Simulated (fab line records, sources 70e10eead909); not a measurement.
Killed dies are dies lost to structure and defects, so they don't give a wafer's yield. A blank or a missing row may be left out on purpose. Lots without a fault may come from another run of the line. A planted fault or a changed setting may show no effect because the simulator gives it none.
Chamber matching | flow nand_harc | NHARC_A_SLIT_DEP_25 on pecvd-01: 3 sister chambers
The step deposits SiO2, target thk 200 nm. 6 wafers are shown with their chamber, then 7 later ones without.

WAFERS WITH THEIR CHAMBER
wafer  | chamber | throttle_valve_pct (%) | heater_power_w (W)
L083.1 | 2       | 16.9                   | 525
L089.1 | 1       | 16.2                   | 455
L089.2 | 0       | 17.1                   | 670
L089.6 | 0       | 17.1                   | 688
L090.1 | 2       | 16.6                   | 407
L090.3 | 1       | 16.3                   | 573

WAFERS WITHOUT THEIR CHAMBER
wafer  | throttle_valve_pct (%) | heater_power_w (W)
L090.6 | 16.7                   | 415
L092.2 | 16.1                   | 564
L092.3 | 16.7                   | 505
L092.4 | 17.2                   | 629
L095.1 | 16.9                   | 600
L095.2 | 16.9                   | 385
L095.5 | 17.0                   | 607

WHICH CHAMBER EACH WENT THROUGH
wafer  | from the rows above     | in truth
L090.6 | 2                       | 2
L092.2 | 1                       | 1
L092.3 | 2                       | 2
L092.4 | 0                       | 0
L095.1 | can't be placed: 0 or 2 | 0
L095.2 | 2                       | 2
L095.5 | can't be placed: 0 or 2 | 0
Placed correctly: 5 of 7. Can't be placed from these rows: 2 (the true chamber is among the candidates in 2). Placed wrongly: 0.
How it was worked out, from the rows above alone: a wafer's distance from a chamber is the root of the sum, over the readings, of the square of ((its reading less the chamber's mean) divided by the reading's scatter). The wafer belongs to the nearest chamber; if the next one is less than 2 further off, it can't be placed. A chamber's mean is the mean of its shown wafers. The scatter: the root of (the sum of the squares of (reading less its chamber's mean) over the shown wafers, divided by (wafers less chambers)).
